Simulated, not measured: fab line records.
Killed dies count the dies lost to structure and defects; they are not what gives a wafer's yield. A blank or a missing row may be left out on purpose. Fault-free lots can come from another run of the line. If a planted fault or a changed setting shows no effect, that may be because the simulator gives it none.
Matching of chambers + flow n5-finfet + N5_BEOL_M2_ALD_98 on ald-sin-02 has 4 sister chambers
The step deposits SiO2, target thk 2.5 nm, pulse time 1 s, co reactant pulse time 1 s. 16 wafers are shown with their chamber, then 8 later ones without.

## WAFERS, EACH WITH ITS CHAMBER
| wafer  | chamber | heater-power-w (W) | precursor-pulse-height-rel |
|--------|---------|--------------------|----------------------------|
| L075.1 | 1       | 76                 | 0.991                      |
| L075.5 | 1       | 76                 | 0.998                      |
| L075.6 | 2       | 83                 | 1.029                      |
| L076.3 | 1       | 75                 | 1.025                      |
| L076.4 | 0       | 80                 | 1.007                      |
| L076.6 | 1       | 75                 | 1.006                      |
| L080.4 | 1       | 75                 | 0.995                      |
| L080.5 | 3       | 71                 | 1.006                      |
| L080.6 | 2       | 83                 | 1.038                      |
| L083.1 | 1       | 73                 | 0.986                      |
| L083.3 | 2       | 83                 | 0.972                      |
| L083.5 | 0       | 84                 | 1.040                      |
| L084.3 | 0       | 82                 | 0.966                      |
| L084.4 | 2       | 84                 | 0.979                      |
| L084.5 | 1       | 75                 | 0.988                      |
| L086.2 | 1       | 75                 | 1.026                      |

SIGNATURES, as means of the wafers listed above
| reading                    | chamber 0 | chamber 1 | chamber 2 | chamber 3 | scatter within a chamber |
|----------------------------|-----------|-----------|-----------|-----------|--------------------------|
| heater-power-w             | 82.00     | 75.00     | 83.25     | 71.00     | 1.11                     |
| precursor-pulse-height-rel | 1.00433   | 1.00188   | 1.00450   | 1.00600   | 0.0257                   |
Rule: for each reading, subtract the chamber's mean from the wafer's reading, divide by that reading's scatter and square the result; add these up over the readings and take the root, which gives the wafer's distance from the chamber. The wafer belongs to the nearest chamber; if the next one is less than 2 further off, it can't be placed. The scatter: take each reading less its chamber's mean, square it, sum over the shown wafers, divide by the number of wafers less the number of chambers, and take the root.

## WAFERS WITHOUT THEIR CHAMBER
| wafer  | heater-power-w (W) | precursor-pulse-height-rel |
|--------|--------------------|----------------------------|
| L086.5 | 84                 | 0.995                      |
| L086.6 | 77                 | 0.981                      |
| L092.3 | 83                 | 1.000                      |
| L092.4 | 73                 | 1.029                      |
| L092.5 | 84                 | 1.020                      |
| L095.1 | 75                 | 1.006                      |
| L095.4 | 83                 | 0.996                      |
| L095.5 | 85                 | 1.026                      |

## CHAMBER TAKEN BY EACH
| wafer  | from the rows above     | in truth                   |
|--------|-------------------------|----------------------------|
| L086.5 | can't be placed: 2 or 0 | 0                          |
| L086.6 | 1                       | 1                          |
| L092.3 | can't be placed: 2 or 0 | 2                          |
| L092.4 | can't be placed: 3 or 1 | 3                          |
| L092.5 | can't be placed: 2 or 0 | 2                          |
| L095.1 | 1                       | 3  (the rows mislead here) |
| L095.4 | can't be placed: 2 or 0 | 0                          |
| L095.5 | can't be placed: 2 or 0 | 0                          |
Placed correctly: 1 of 8. Unplaceable from these rows: 6, with the true chamber sitting among the candidates in 6. Placed wrongly: 1.
